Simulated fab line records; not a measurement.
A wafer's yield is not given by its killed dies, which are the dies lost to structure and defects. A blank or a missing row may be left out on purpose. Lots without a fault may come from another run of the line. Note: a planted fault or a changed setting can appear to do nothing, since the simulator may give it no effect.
Matching of chambers -- flow n5 finfet -- 4 sister chambers for N5_HKMG_FIN_ETCH_55 on rie diel-04
The step etches SOC in N2/H2, target depth 240 nm, time 300 s. 8 wafers are shown with their chamber, then 7 later ones without.

WAFERS PAIRED WITH THEIR CHAMBERS
wafer,chamber,showerhead plenum p Torr (Torr),throttle valve pct (%)
L085.5,1,2.46,17.64
L086.1,1,2.46,17.66
L089.1,3,2.68,17.59
L091.3,0,2.45,17.60
L091.4,2,2.61,18.10
L091.5,2,2.61,18.10
L093.1,3,2.68,17.62
L093.4,0,2.44,17.59

WAFERS WITHOUT THEIR CHAMBER
wafer,showerhead plenum p Torr (Torr),throttle valve pct (%)
L093.5,2.46,17.67
L095.2,2.68,17.61
L095.3,2.61,18.12
L095.5,2.61,18.12
L097.3,2.44,17.60
L097.5,2.68,17.62
L097.6,2.44,17.60

WHICH CHAMBER EACH WENT THROUGH
wafer,from the rows above,in truth
L093.5,1,1
L095.2,3,3
L095.3,2,2
L095.5,2,2
L097.3,0,0
L097.5,3,3
L097.6,0,0
Placed correctly: 7 of 7. Left unplaced by these rows: 0. Wrongly placed: 0.
How it was worked out, from the rows above alone: a wafer's distance from a chamber is the root of the sum, over the readings, of the square of ((its reading less the chamber's mean) divided by the reading's scatter). The wafer belongs to the nearest chamber; if the next one is less than 2 further off, it can't be placed. For every chamber, the mean is computed from those of its wafers that are shown. The scatter is the square root of a quotient: the sum, over the shown wafers, of each reading's squared deviation from its chamber's mean, divided by wafers minus chambers.
